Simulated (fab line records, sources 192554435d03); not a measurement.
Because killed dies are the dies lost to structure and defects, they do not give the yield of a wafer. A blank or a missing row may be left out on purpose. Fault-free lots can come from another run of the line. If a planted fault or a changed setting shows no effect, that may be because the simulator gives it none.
2 desks, one fault || flow n5-finfet || what lay behind the numbers comes last; until then each desk has only its own

== METROLOGY DESK ==
What the gauges read for every lot (on any tool): the sampled wafers with a number, averaged. The brackets show how far a lot's mean lies from the usual mean; more than 4 standard deviations puts the lot out of limits, marked OUT.
Columns: A = cd-nm at N5_BEOL_M7_CD_MEAS_18, usual 39.9 nm
{"lot": "L831", "first seen here": "day 11 01:44", "A": 39.4}
{"lot": "L835", "first seen here": "day 11 17:30", "A": 39.1}
{"lot": "L839", "first seen here": "day 12 16:58", "A": 39.8}
{"lot": "L838", "first seen here": "day 12 18:29", "A": 39.7}
{"lot": "L848", "first seen here": "day 14 20:16", "A": 39.3}
{"lot": "L849", "first seen here": "day 15 08:55", "A": 39.9}
This desk found nothing out of limits on any of the 6 lots.

== THE TOOL OWNER'S DESK: euv-scanner-01 ==
The tool's own readings at N5_BEOL_M7_EXPOSE_25 (exposes mask V6, target cd 40 nm): means of the sampled wafers that have a number, for each lot that ran on this tool. The brackets show how far a lot's mean lies from the usual mean; more than 4 standard deviations puts the lot out of limits, marked OUT.
Columns: A = exposure-dose-mJ-cm2 at N5_BEOL_M7_EXPOSE_25, usual 42.43; B = focus-offset-nm at N5_BEOL_M7_EXPOSE_25, usual -0.1 nm
{"lot": "L835", "first seen here": "day 11 18:53", "A": 42.38, "B": -0.4}
{"lot": "L848", "first seen here": "day 14 20:58", "A": 42.40, "B": 0.4}
{"lot": "L849", "first seen here": "day 15 09:06", "A": 42.43, "B": 0.0}
This desk found nothing out of limits on any of the 3 lots.

== TAKEN TOGETHER ==
Nothing out of limits was seen by the metrology desk.
Nothing out of limits was seen by the tool owner's desk.

== WHAT HAD BEEN PUT IN BY THE SIMULATOR ==
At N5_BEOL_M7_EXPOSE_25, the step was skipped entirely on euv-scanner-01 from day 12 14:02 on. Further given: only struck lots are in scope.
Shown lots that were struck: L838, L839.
